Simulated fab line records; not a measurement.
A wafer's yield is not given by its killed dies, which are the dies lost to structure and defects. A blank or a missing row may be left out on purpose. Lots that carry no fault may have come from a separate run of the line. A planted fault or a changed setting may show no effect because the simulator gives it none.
Which tool is to blame? :: flow n5_finfet :: 30 wafers from 11 lots sampled at 4 of the route's 1938 steps

## WHAT THE GAUGES SHOWED, per wafer
N5_PMOS_HMC_CHANNEL_EPI_THK_MEAS_22.
lot: L422
measured: day 2 01:47
on: film_metro-01
HMC_CMP_THK (nm): 55.0 54.0 55.2

lot: L423
measured: day 2 07:35
on: film_metro-01
HMC_CMP_THK (nm): 53.9 52.8

lot: L426
measured: day 3 02:02
on: film_metro-01
HMC_CMP_THK (nm): 36.5 35.7 36.0

lot: L429
measured: day 3 19:56
on: film_metro-01
HMC_CMP_THK (nm): 36.4 36.4 37.1

lot: L430
measured: day 4 01:56
on: film_metro-01
HMC_CMP_THK (nm): 55.1 53.9 54.6

lot: L433
measured: day 4 19:36
on: film_metro-01
HMC_CMP_THK (nm): 53.1 54.0 54.8

lot: L434
measured: day 5 02:47
on: film_metro-02
HMC_CMP_THK (nm): 53.8 54.0

lot: L437
measured: day 5 19:41
on: film_metro-01
HMC_CMP_THK (nm): 55.5 53.7 55.7

lot: L441
measured: day 6 19:48
on: film_metro-01
HMC_CMP_THK (nm): 54.0 53.7 53.1

lot: L442
measured: day 7 02:22
on: film_metro-01
HMC_CMP_THK (nm): 53.4 53.8

lot: L444
measured: day 7 13:48
on: film_metro-02
HMC_CMP_THK (nm): 54.2 54.5 52.2

## WHICH TOOL RAN EACH LOT (tool, then ch and the chambers of the sampled wafers, then the start)
lot: L422
N5_WELL_APT_DESCUM_13: rie_diel-04 ch 0,3, day 1 19:45
N5_PMOS_HMC_CHANNEL_EPI_DESCUM_14: rie_diel-05 ch 0,1, day 1 23:16
N5_PMOS_HMC_CHANNEL_EPI_FIN_RECESS_16: rie_si-01 ch 0,2,3, day 1 23:59

lot: L423
N5_WELL_APT_DESCUM_13: rie_diel-06 ch 2,3, day 2 01:46
N5_PMOS_HMC_CHANNEL_EPI_DESCUM_14: rie_diel-03 ch 1, day 2 05:17
N5_PMOS_HMC_CHANNEL_EPI_FIN_RECESS_16: rie_si-06 ch 0,2, day 2 05:44

lot: L426
N5_WELL_APT_DESCUM_13: rie_diel-02 ch 0,1,2, day 2 19:58
N5_PMOS_HMC_CHANNEL_EPI_DESCUM_14: rie_diel-01 ch 2,3, day 2 23:40
N5_PMOS_HMC_CHANNEL_EPI_FIN_RECESS_16: rie_si-06 ch 1,2,3, day 3 00:07

lot: L429
N5_WELL_APT_DESCUM_13: rie_diel-04 ch 0,1,2, day 3 14:00
N5_PMOS_HMC_CHANNEL_EPI_DESCUM_14: rie_diel-01 ch 0,1,3, day 3 17:26
N5_PMOS_HMC_CHANNEL_EPI_FIN_RECESS_16: rie_si-06 ch 0,1,2, day 3 18:05

lot: L430
N5_WELL_APT_DESCUM_13: rie_diel-04 ch 0,1, day 3 19:46
N5_PMOS_HMC_CHANNEL_EPI_DESCUM_14: rie_diel-03 ch 2,3, day 3 23:40
N5_PMOS_HMC_CHANNEL_EPI_FIN_RECESS_16: rie_si-01 ch 0,3, day 4 00:08

lot: L433
N5_WELL_APT_DESCUM_13: rie_diel-04 ch 1,2,3, day 4 14:01
N5_PMOS_HMC_CHANNEL_EPI_DESCUM_14: rie_diel-05 ch 0,1,3, day 4 17:20
N5_PMOS_HMC_CHANNEL_EPI_FIN_RECESS_16: rie_si-02 ch 0,2,3, day 4 17:48

lot: L434
N5_WELL_APT_DESCUM_13: rie_diel-06 ch 0,3, day 4 19:51
N5_PMOS_HMC_CHANNEL_EPI_DESCUM_14: rie_diel-03 ch 0,2, day 4 23:36
N5_PMOS_HMC_CHANNEL_EPI_FIN_RECESS_16: rie_si-01 ch 1,3, day 5 00:03

lot: L437
N5_WELL_APT_DESCUM_13: rie_diel-06 ch 0,3, day 5 13:40
N5_PMOS_HMC_CHANNEL_EPI_DESCUM_14: rie_diel-03 ch 0,2,3, day 5 17:02
N5_PMOS_HMC_CHANNEL_EPI_FIN_RECESS_16: rie_si-01 ch 1,2, day 5 17:29

lot: L441
N5_WELL_APT_DESCUM_13: rie_diel-06 ch 0,2, day 6 13:49
N5_PMOS_HMC_CHANNEL_EPI_DESCUM_14: rie_diel-01 ch 0,1,2, day 6 17:06
N5_PMOS_HMC_CHANNEL_EPI_FIN_RECESS_16: rie_si-02 ch 0,1,3, day 6 17:33

lot: L442
N5_WELL_APT_DESCUM_13: rie_diel-04 ch 1,3, day 6 20:14
N5_PMOS_HMC_CHANNEL_EPI_DESCUM_14: rie_diel-01 ch 0, day 7 00:07
N5_PMOS_HMC_CHANNEL_EPI_FIN_RECESS_16: rie_si-02 ch 0,1, day 7 00:34

lot: L444
N5_WELL_APT_DESCUM_13: rie_diel-06 ch 0,3, day 7 07:44
N5_PMOS_HMC_CHANNEL_EPI_DESCUM_14: rie_diel-05 ch 0,1, day 7 11:08
N5_PMOS_HMC_CHANNEL_EPI_FIN_RECESS_16: rie_si-02 ch 1,2,3, day 7 11:36
- N5_WELL_APT_DESCUM_13: chemistry O2, time 7.9 s.
- N5_PMOS_HMC_CHANNEL_EPI_DESCUM_14: chemistry O2, time 7.9 s.
- N5_PMOS_HMC_CHANNEL_EPI_FIN_RECESS_16: chemistry HBr/Cl2, target Si, target depth 54 nm, time 18 s.

## THE ANSWER, worked out from the rows above alone
Rule: the lots themselves supply what counts as usual. The widest of any qualifying gaps counts: lots, ordered by their means at a reading, are off when they make up no more than a third of the lots, leave a main group of 4 or more, and stand apart from it by 3 or more times the standard deviation of that group's means. A main group whose means are all the same, to the digits that the tables above print for the reading, isn't used. A lot without any number at a reading at which 4 lots or more have one is off too. All remaining lots with rows at the step are treated as sound.
Off: L426, L429, seen at N5_PMOS_HMC_CHANNEL_EPI_THK_MEAS_22 (HMC_CMP_THK). The main group: mean 54.0 nm, standard deviation 0.54.
If a tool, at a process step before that reading, ran all the lots that are off and no sound lot after the first of them, it fits. Those tools and the gauges at N5_PMOS_HMC_CHANNEL_EPI_THK_MEAS_22 are tried in the same way. One fits: N5_PMOS_HMC_CHANNEL_EPI_FIN_RECESS_16 on rie_si-06. Its last sound lot is L423 (day 2 05:44), its first lot that is off L426 (day 3 00:07): a fault that began between those two fits.

## WHAT THE SIMULATOR HAD INSERTED
Process parameters drifting: rie_si-06 at N5_PMOS_HMC_CHANNEL_EPI_FIN_RECESS_16, beginning at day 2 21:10. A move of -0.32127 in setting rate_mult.
Shown lots that were struck: L426, L429. This agrees with what the rule above found.
